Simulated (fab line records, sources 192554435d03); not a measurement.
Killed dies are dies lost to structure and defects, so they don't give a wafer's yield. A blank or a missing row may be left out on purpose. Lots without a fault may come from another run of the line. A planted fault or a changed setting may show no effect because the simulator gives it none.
A struck lot beside a sound one | flow n5_finfet | 26 steps out of a route of 1938
Sound: wafers L847.4, L847.5, L847.6. Struck: wafers L838.2, L838.3, L838.5. The cause comes at the end.
At each step with rows: each side's tool, then ch and its chambers, then its first start. Under that, the readings that differ: sound wafers | struck wafers | difference of the means | sigmas: that difference in standard deviations of wafers without a fault.
alike: readings whose means differ by less than 2 such deviations, and words and numbers that are the same on both sides. not compared: withheld readings, readings that some wafer has no value for, bounds like >300 that may hide the same value, and numbers for which the record gives no deviation and whose values overlap.
The two part at a step that has a row with sigmas, a row that says differs or no value, or rows on one side only. Numbers that don't overlap but have no deviation are shown without sigmas and don't part them. A reading that every wafer of one side lacks parts them only if that side has two wafers or more.

first, 9 steps without rows for these wafers: N5_BEOL_M5_DESCUM_16 (chemistry O2, time 7 s); N5_BEOL_M5_ETCH_72 (etches underlayer in N2/H2, target depth 6.5 nm, time 5.2 s); N5_BEOL_M5_ETCH_61 (etches SiARC in CF4, target depth 15.6 nm, time 26 s); N5_BEOL_M5_ETCH_62 (etches SOC in N2/H2, target depth 75 nm, overetch 15 nm, time 112.5 s); N5_BEOL_M5_STRIP_63 (strips in N2/H2); N5_BEOL_M5_STRIP_73 (strips in N2/H2); N5_BEOL_M5_STRIP_64 (strips in CF4); N5_BEOL_M5_HM_OPEN_17 (chemistry Cl2/BCl3, target TiN, target depth 20 nm, overetch 6 nm); N5_BEOL_M5_STRIP_19 (strips in O2).
N5_BEOL_M5_COAT_65: time 60 s, resist thk 60 nm.
  sound on litho_track-05 ch 0, day 12 05:42; struck on litho_track-04 ch 0, day 10 06:49
  reading                                  | sound                | struck               | difference | sigmas
  spin_speed_rpm (rpm)                     | 1499.4 1499.2 1500.0 | 1362.7 1361.8 1361.6 | -137.5     | -99 or more
  model.SOC_of_BEOL_M5_COAT_65.thk_nm (nm) | 60.2 60.2 60.2       | 63.2 63.2 63.2       | +3.0       |
then, 11 steps without rows for these wafers: N5_BEOL_M5_COAT_66 (time 60 s, resist thk 12 nm); N5_BEOL_M5_COAT_74 (time 60 s, resist thk 5 nm); N5_BEOL_M5_COAT_22 (resist thk 30 nm); N5_BEOL_M5_EBR_24; N5_BEOL_M5_SOFTBAKE_23 (time 60 s); N5_BEOL_M5_EXPOSE_25 (exposes mask V4, defocus 10 nm); N5_BEOL_M5_PEB_26 (peb time 60 s); N5_BEOL_M5_DEVELOP_27 (develop time 30 s); N5_BEOL_M5_DESCUM_33 (chemistry O2, time 7 s); N5_BEOL_M5_ETCH_75 (etches underlayer in N2/H2, target depth 6.5 nm, time 5.2 s); N5_BEOL_M5_ETCH_67 (etches SiARC in CF4, target depth 15.6 nm, time 26 s).
N5_BEOL_M5_ETCH_68: etches SOC in N2/H2, target depth 80 nm, overetch 16 nm, time 120 s.
  sound on rie_diel-02 ch 0,1, day 12 06:26; struck on rie_diel-01 ch 1,2,3, day 10 07:29
  reading                  | sound            | struck            | difference | sigmas
  model.etch.depth_nm (nm) | 60.15 60.2 60.25 | 63.16 63.18 63.15 | +2.96      |
  alike: drypump_motor_current_A, oes_product_au, rf_vpp_V, showerhead_plenum_p_Torr, throttle_valve_pct
  not compared: rf_hours_counter_h
then, 2 steps without rows for these wafers: N5_BEOL_M5_STRIP_69 (strips in N2/H2); N5_BEOL_M5_STRIP_76 (strips in N2/H2).
N5_BEOL_M5_VIA_ETCH_34: etches SiCOH lowk in C4F6/O2, target depth 88.3 nm, time 39.2 s.
  sound on rie_diel-02 ch 0,1, day 12 06:34; struck on rie_diel-01 ch 1,2,3, day 10 07:36
  reading                                  | sound      | struck   | difference | sigmas
  model.SOC_of_BEOL_M5_COAT_65.thk_nm (nm) | 56 56 56.2 | 59 59 59 | +3         |
  alike: O2_flow_sccm, drypump_motor_current_A, oes_o_777_au, oes_product_au, rf_vpp_V, showerhead_plenum_p_Torr, throttle_valve_pct
  not compared: rf_hours_counter_h
then, 1 step without rows for these wafers: N5_BEOL_M5_STRIP_85 (strips in C4F6/O2).

WHERE THEY PART
Only at N5_BEOL_M5_COAT_65, within this record. Later steps at which nothing parts them and some readings are alike: N5_BEOL_M5_ETCH_68, N5_BEOL_M5_VIA_ETCH_34.

WHY: what the simulator had put in
Process parameter drift: litho_track-04, from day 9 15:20 on, at N5_BEOL_M5_COAT_65. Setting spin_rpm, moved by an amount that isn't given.
